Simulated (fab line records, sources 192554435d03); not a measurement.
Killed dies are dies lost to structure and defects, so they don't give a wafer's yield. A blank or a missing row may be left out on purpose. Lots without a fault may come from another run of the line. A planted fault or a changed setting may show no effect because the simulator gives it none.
Split-lot experiment | flow n5_finfet | 7 lots, 39 wafers read, on a route of 1938 steps

THE SPLIT
At N5_DUMMY_GATE_HM_DEP_06 (deposits SiNx from DCS/NH3, target thk 80 nm, time 5141 s), the setting target_thk_a was moved away from the recipe's 800 angstrom on 30 of the 39 wafers read, by -8.9% to +13.5%. The other wafers ran this setting at the recipe's value.

The reading is taken at the split's own step.

THE READING
SiNx_of_DUMMY_GATE_HM_DEP_06.thk_nm (the simulator's own value, which no gauge read), in nm, at N5_DUMMY_GATE_HM_DEP_06 (deposits SiNx from DCS/NH3, target thk 80 nm, time 5141 s). The file gives no usual value for it. The 9 wafers here that ran the recipe average 80.1 nm, standard deviation 0.43 nm.

wafer  | tool, chamber at the split | target_thk_a as run, angstrom | against the recipe | SiNx_of_DUMMY_GATE_HM_DEP_06.thk_nm, nm | against lot-mates on the recipe
L074.1 | -, -                       | 859.9                         | +7.5%              | 87.2                                    | no lot-mate on the recipe
L074.6 | -, -                       | 859.9                         | +7.5%              | 87.2                                    | no lot-mate on the recipe
L074.2 | -, -                       | 859.9                         | +7.5%              | 87.4                                    | no lot-mate on the recipe
L074.3 | -, -                       | 859.9                         | +7.5%              | 87.4                                    | no lot-mate on the recipe
L074.4 | -, -                       | 859.9                         | +7.5%              | 87.8                                    | no lot-mate on the recipe
L074.5 | -, -                       | 859.9                         | +7.5%              | 88                                      | no lot-mate on the recipe
L075.1 | -, -                       | 865.4                         | +8.2%              | 86.2                                    | no lot-mate on the recipe
L075.2 | -, -                       | 865.4                         | +8.2%              | 85.6                                    | no lot-mate on the recipe
L075.3 | -, -                       | 865.4                         | +8.2%              | 86.4                                    | no lot-mate on the recipe
L075.4 | -, -                       | 865.4                         | +8.2%              | 86                                      | no lot-mate on the recipe
L075.5 | -, -                       | 865.4                         | +8.2%              | 86                                      | no lot-mate on the recipe
L075.6 | -, -                       | 865.4                         | +8.2%              | 85.8                                    | no lot-mate on the recipe
L080.1 | -, -                       | 800                           | recipe             | 80.2                                    | -
L080.5 | -, -                       | 800                           | recipe             | 80.2                                    | -
L080.2 | -, -                       | 800                           | recipe             | 80.4                                    | -
L080.3 | -, -                       | 800                           | recipe             | 80.4                                    | -
L080.4 | -, -                       | 800                           | recipe             | 80.4                                    | -
L080.6 | -, -                       | 800                           | recipe             | 80.6                                    | -
L087.1 | -, -                       | 908.1                         | +13.5%             | 91.4                                    | no lot-mate on the recipe
L087.2 | -, -                       | 908.1                         | +13.5%             | 92                                      | no lot-mate on the recipe
L087.3 | -, -                       | 908.1                         | +13.5%             | 92.2                                    | no lot-mate on the recipe
L087.4 | -, -                       | 908.1                         | +13.5%             | 92.4                                    | no lot-mate on the recipe
L087.5 | -, -                       | 908.1                         | +13.5%             | 91.8                                    | no lot-mate on the recipe
L087.6 | -, -                       | 908.1                         | +13.5%             | 91.2                                    | no lot-mate on the recipe
L090.1 | -, -                       | 871.7                         | +9.0%              | 87.4                                    | no lot-mate on the recipe
L090.4 | -, -                       | 871.7                         | +9.0%              | 87.4                                    | no lot-mate on the recipe
L090.2 | -, -                       | 871.7                         | +9.0%              | 87.2                                    | no lot-mate on the recipe
L090.3 | -, -                       | 871.7                         | +9.0%              | 87.2                                    | no lot-mate on the recipe
L090.6 | -, -                       | 871.7                         | +9.0%              | 87.2                                    | no lot-mate on the recipe
L090.5 | -, -                       | 871.7                         | +9.0%              | 87                                      | no lot-mate on the recipe
L093.2 | lpcvd-01, 1/20             | 800                           | recipe             | 79.6                                    | -
L093.3 | lpcvd-01, 1/25             | 800                           | recipe             | 79.2                                    | -
L093.4 | lpcvd-01, 1/29             | 800                           | recipe             | 79.8                                    | -
L096.1 | -, -                       | 728.8                         | -8.9%              | 73.8                                    | no lot-mate on the recipe
L096.2 | -, -                       | 728.8                         | -8.9%              | 73.6                                    | no lot-mate on the recipe
L096.3 | -, -                       | 728.8                         | -8.9%              | 73.6                                    | no lot-mate on the recipe
L096.4 | -, -                       | 728.8                         | -8.9%              | 73.4                                    | no lot-mate on the recipe
L096.5 | -, -                       | 728.8                         | -8.9%              | 74.2                                    | no lot-mate on the recipe
L096.6 | -, -                       | 728.8                         | -8.9%              | 74                                      | no lot-mate on the recipe

THE FIT
A straight line over all 39 wafers: SiNx_of_DUMMY_GATE_HM_DEP_06.thk_nm changes by +0.799 nm for each +1% of target_thk_a; r = +0.99; the points scatter about the line by 0.77 nm.
Too few moved wafers have a lot-mate on the recipe to fit a line with each lot's own level taken away.

THE FILE'S OWN FIT
SiNx_of_DUMMY_GATE_HM_DEP_06.thk_nm changes by +0.799 nm for each +1% of target_thk_a, r = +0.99.
